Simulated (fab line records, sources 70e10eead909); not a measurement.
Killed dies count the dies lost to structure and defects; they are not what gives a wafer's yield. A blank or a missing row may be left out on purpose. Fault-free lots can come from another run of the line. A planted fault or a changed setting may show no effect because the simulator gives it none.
Commonality check across tools ; flow nand_harc ; Sampled: 11 lots, 33 wafers

== REASON IT WAS OPENED ==
On 2 of the 11 lots, a flag is raised at NHARC_P_CONTACT_CD_MEAS_12 on the reading cd_nm. Wafers without a fault read 90.1 nm, standard deviation 0.8.
Rule: a lot is flagged in two cases, either no wafer of it has a number, or all its wafers with numbers fall more than 4 standard deviations from that mean. As for the other lots, they are considered sound.

lot;measured;on;cd_nm (nm), wafer by wafer;flag
L960;day 6 03:26;cd_sem-03;91.3 91.4 91.7;
L961;day 6 11:08;cd_sem-01;89.5 89.7 88.8;
L962;day 6 16:40;cd_sem-02;90.6 89.5 89.8;
L964;day 7 13:06;cd_sem-01;89.0 89.7 89.2;
L965;day 8 01:48;cd_sem-03;91.2 89.8 90.7;
L971;day 10 16:05;cd_sem-02;79.6 80.1 79.3;FLAGGED
L973;day 11 04:16;cd_sem-03;81.2 81.1 82.5;FLAGGED
L976;day 12 15:00;cd_sem-02;89.8 88.7 91.4;
L978;day 13 06:28;cd_sem-03;89.0 89.2 89.3;
L979;day 13 18:04;cd_sem-01;90.5 90.2 91.5;
L983;day 15 07:53;cd_sem-02;88.6 89.9 88.6;
The mean of the flagged lots' numbers is 80.6 nm, -9.5 nm from the usual (-12 standard deviations).

== LOT BY LOT: THE TOOL USED ==
2 process steps preceding the reading are held in the record, out of 1302 steps in the route. Each cell gives the tool, then ch followed by the chambers the sampled wafers passed through, then the start.
lot;flag;NHARC_P_GATE_RTA_64;NHARC_P_CONTACT_PEB_10
L960;;rtp_anneal-01 ch 0, day 6 00:32;litho_track-04 ch 0, day 6 03:22
L961;;rtp_anneal-01 ch 0, day 6 08:16;litho_track-06 ch 0, day 6 11:04
L962;;rtp_anneal-01 ch 0, day 6 13:52;litho_track-06 ch 0, day 6 16:35
L964;;rtp_anneal-01 ch 0, day 7 10:07;litho_track-06 ch 0, day 7 13:01
L965;;rtp_anneal-01 ch 0, day 7 22:56;litho_track-04 ch 0, day 8 01:43
L971;FLAGGED;rtp_anneal-02 ch 0, day 10 13:02;litho_track-04 ch 0, day 10 15:59
L973;FLAGGED;rtp_anneal-01 ch 0, day 10 23:59;litho_track-04 ch 0, day 11 04:11
L976;;rtp_anneal-01 ch 0, day 12 12:17;litho_track-01 ch 0, day 12 14:55
L978;;rtp_anneal-01 ch 0, day 13 03:43;litho_track-01 ch 0, day 13 06:23
L979;;rtp_anneal-02 ch 0, day 13 15:13;litho_track-01 ch 0, day 13 17:59
L983;;rtp_anneal-02 ch 0, day 15 05:04;litho_track-06 ch 0, day 15 07:49
What the steps here do:
- NHARC_P_GATE_RTA_64: time 1 s.
- NHARC_P_CONTACT_PEB_10: peb time 65 s.
- NHARC_P_CONTACT_CD_MEAS_12: target cd 90 nm.

== FLAGGED OVER TOTAL, TOOL BY TOOL (the gauges that took the reading come last) ==
step;tool;lots run;flagged;share of the flagged lots;sound lots run after its first flagged lot
NHARC_P_GATE_RTA_64;rtp_anneal-01;8;1;some;2 (L976,L978)
NHARC_P_GATE_RTA_64;rtp_anneal-02;3;1;some;2 (L979,L983)
NHARC_P_CONTACT_PEB_10;litho_track-01;3;0;none;-
NHARC_P_CONTACT_PEB_10;litho_track-04;4;2;all;0
NHARC_P_CONTACT_PEB_10;litho_track-06;4;0;none;-
NHARC_P_CONTACT_CD_MEAS_12;cd_sem-01;3;0;none;-
NHARC_P_CONTACT_CD_MEAS_12;cd_sem-02;4;1;some;2 (L976,L983)
NHARC_P_CONTACT_CD_MEAS_12;cd_sem-03;4;1;some;1 (L978)

== THE TABLE: WHAT IT ALLOWS ==
In the table, 1 row covers all flagged lots: litho_track-04 at NHARC_P_CONTACT_PEB_10.
- litho_track-04 at NHARC_P_CONTACT_PEB_10 ran 4 lots, 2 of them flagged. It ran its last sound lot, L965, at day 8 01:43 and its first flagged lot, L971, at day 10 15:59: a fault with its onset between the two fits. Its own readings lie more than 4 standard deviations out on every wafer of the flagged lots: heater_power_total_W.
Left over: one tool, litho_track-04 at NHARC_P_CONTACT_PEB_10.

== WHAT HAD BEEN PUT IN BY THE SIMULATOR ==
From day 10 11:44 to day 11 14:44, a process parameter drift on litho_track-04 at NHARC_P_CONTACT_PEB_10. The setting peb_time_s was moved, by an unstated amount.
Shown lots that were struck: L971, L973. The rule above found the same.
